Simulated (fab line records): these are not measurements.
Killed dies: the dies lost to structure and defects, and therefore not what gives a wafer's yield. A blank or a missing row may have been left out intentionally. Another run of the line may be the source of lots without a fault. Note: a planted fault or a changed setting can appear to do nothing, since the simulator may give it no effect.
Struck lot and sound lot, side by side | flow n5Finfet | 41 out of 1938 route steps
Sound: wafers L577.1, L577.4, L577.5. Wafers L570.1, L570.2, L570.4 were the ones struck. At the end, the cause is stated.
Order at every step that has rows: each side's tool, ch and its chambers, its first start. Under that, the readings that differ: sound wafers | struck wafers | difference of the means | sigmas: that difference in standard deviations of wafers without a fault.
alike: readings whose means differ by less than 2 such deviations, and words and numbers that are the same on both sides. not compared: withheld readings, readings that some wafer has no value for, bounds like >300 that may hide the same value, and numbers for which the record gives no deviation and whose values overlap.
Wherever a step has rows on one side only, a row that says differs or no value, or a row with sigmas, the two part there. Numbers that don't overlap but have no deviation are shown without sigmas and don't part them. A reading that every wafer of one side lacks parts them only if that side has two wafers or more.

first, 11 steps without rows for these wafers: N5_BEOL_M0_SAQP_STRIP_115 (strips in post etch residue remover, time 60 s); N5_BEOL_M0_SAQP_SRD_93 (time 30 s); N5_BEOL_M0_SAQP_RECESS_114 (chemistry HF/NH3, target SiO2, target depth 14.4 nm, afs cycles 3, sublimation time 60 s); N5_BEOL_M0_SAQP_SPACER1_ALD_98 (deposits SiO2, target thk 12.8 nm, pulse time 1 s, purge time 2 s); N5_BEOL_M0_SAQP_SPACER1_ETCHBACK_99 (etches SiO2 in CHF3/O2, target depth 15.4 nm, time 7.7 s); N5_BEOL_M0_SAQP_MANDREL1_REMOVE_100 (chemistry HBr/Cl2/O2, target a-Si, stops on SiNx, bt time 10 s); N5_BEOL_M0_SAQP_ETCH_101 (etches SiNx in CH3F/O2, target depth 29.9 nm, time 42.7 s); N5_BEOL_M0_SAQP_ETCH_102 (etches SiO2 in CF4, target depth 4 nm, time 4.4 s); N5_BEOL_M0_SAQP_MANDREL_ETCH_103 (etches a-Si in HBr/Cl2, stops on SiCN, target depth 45 nm, bt time 10 s, time 27 s); N5_BEOL_M0_SAQP_RECESS_104 (chemistry HF/NH3, target SiO2, target depth 18 nm, afs cycles 3, sublimation time 60 s); N5_BEOL_M0_SAQP_COAT_105 (time 60 s, resist thk 100 nm).
N5_BEOL_M0_SAQP_ETCH_106: etches SOC in N2/H2, stops on SiNx, target depth 150 nm.
  sound on rieDiel-01 ch 0,1,3, day 9 02:38; struck on rieDiel-06 ch 0,3, day 7 10:00
  alike: drypumpMotorCurrentA, oesProductAu, rfVppV, showerheadPlenumPTorr, throttleValvePct
  not compared: rfHoursCounterH
then, 15 steps without rows for these wafers: N5_BEOL_M0_SAQP_ETCH_107 (etches SiNx in CH3F/O2, target depth 30 nm); N5_BEOL_M0_SAQP_STRIP_108 (strips in N2/H2); N5_BEOL_M0_SAQP_RECESS_109 (chemistry HF/NH3, target SiO2, target depth 3 nm, afs cycles 1, sublimation time 60 s); N5_BEOL_M0_SAQP_SPACER2_ALD_26 (deposits SiO2, target thk 15 nm, pulse time 1 s, purge time 2 s); N5_BEOL_M0_SAQP_SPACER2_ETCHBACK_27 (etches SiO2 in CHF3/O2, target depth 22.5 nm, time 11.25 s); N5_BEOL_M0_SAQP_MANDREL2_REMOVE_110 (chemistry HBr/Cl2/O2, target a-Si, stops on SiCN, bt time 10 s); N5_BEOL_M0_SAQP_COAT_69 (time 60 s, resist thk 90 nm); N5_BEOL_M0_SAQP_COAT_72 (time 60 s, resist thk 15 nm); N5_BEOL_M0_SAQP_COAT_87 (time 60 s, resist thk 5 nm); N5_BEOL_M0_SAQP_COAT_34 (resist thk 30 nm); N5_BEOL_M0_SAQP_EBR_36; N5_BEOL_M0_SAQP_SOFTBAKE_35 (time 60 s); N5_BEOL_M0_SAQP_EXPOSE_37 (exposes mask M0 CUT1, target cd 30 nm); N5_BEOL_M0_SAQP_PEB_38 (peb time 60 s); N5_BEOL_M0_SAQP_DEVELOP_39 (develop time 30 s).
N5_BEOL_M0_SAQP_INSPECT_42: inspects for defects (brightfield).
  struck on defectInspect-02, day 7 11:31; sound on defectInspect-01, day 9 04:37
reading        | sound       | struck         | difference | sigmas
rawDefectCount | 339 322 360 | 1440 1242 1277 | +979       | +13
then, 10 steps without rows for these wafers: N5_BEOL_M0_SAQP_DESCUM_45 (chemistry O2, time 7 s); N5_BEOL_M0_SAQP_ETCH_88 (etches underlayer in N2/H2, target depth 6.5 nm, time 5.2 s); N5_BEOL_M0_SAQP_ETCH_73 (etches SiARC in CF4, target depth 19.5 nm, time 32.5 s); N5_BEOL_M0_SAQP_CUT_ETCH_46 (etches SOC in N2/H2, target depth 135 nm, overetch 27 nm, time 202.5 s); N5_BEOL_M0_SAQP_STRIP_74 (strips in N2/H2); N5_BEOL_M0_SAQP_STRIP_89 (strips in N2/H2); N5_BEOL_M0_SAQP_ALD_48 (deposits SiO2, target thk 20 nm, pulse time 1 s, co reactant pulse time 1 s); N5_BEOL_M0_SAQP_ETCH_49 (etches SiO2 in CF4/O2, target depth 37 nm); N5_BEOL_M0_SAQP_STRIP_75 (strips in CF4); N5_BEOL_M0_CUTY_COAT_50 (time 60 s, resist thk 15 nm).
N5_BEOL_M0_CUTY_INSPECT_59: inspects for defects (macro).
  struck on defectInspect-01, day 7 12:56; sound on defectInspect-01, day 9 06:16
reading        | sound | struck         | difference | sigmas
rawDefectCount | 2 3 0 | >300 >300 >300 | differs    | 
-- the record jumps here: 2 days lie between the struck wafers' starts before and after (it left off in module BEOL_M0_CUTY and takes up again in module BEOL_M4, whose first step shown is number 1111 of the route) --
N5_BEOL_M4_RC_MEAS_101:
  sound on prober-01 ch 0, day 11 06:19; struck on prober-02 ch 0, day 9 16:51
  alike: DIBL_N, DIBL_P, IOFF_N, IOFF_P, ION_N, ION_P, SS_N, SS_P, VT_N, VT_P
-- the record jumps here: 5 days lie between the struck wafers' starts before and after (it left off in module BEOL_M4 and takes up again in module PASSIVATION, whose first step shown is number 1936 of the route) --
N5_PASSIVATION_PROBE_49:
  struck on prober-02, day 14 07:17; sound on prober-02, day 15 17:47
reading            | sound    | struck   | difference | sigmas
killed_at_M0_to_M3 | 36 47 45 | 92 91 96 | +50        | +5
  alike: defectLimitedYield, killed_at_M4_up, killedAtContacts, killedAtFrontEnd, killedAtOther, killedDies, killedOnRim, killedOpen, killedShort, sort_bin_5_function, sort_bin_6_memory, sortNPass, sortYieldPct

WHERE THEY PART
At N5_BEOL_M0_SAQP_INSPECT_42 first; at N5_PASSIVATION_PROBE_49 last (within this record only).

WHY: what had been put in by the simulator
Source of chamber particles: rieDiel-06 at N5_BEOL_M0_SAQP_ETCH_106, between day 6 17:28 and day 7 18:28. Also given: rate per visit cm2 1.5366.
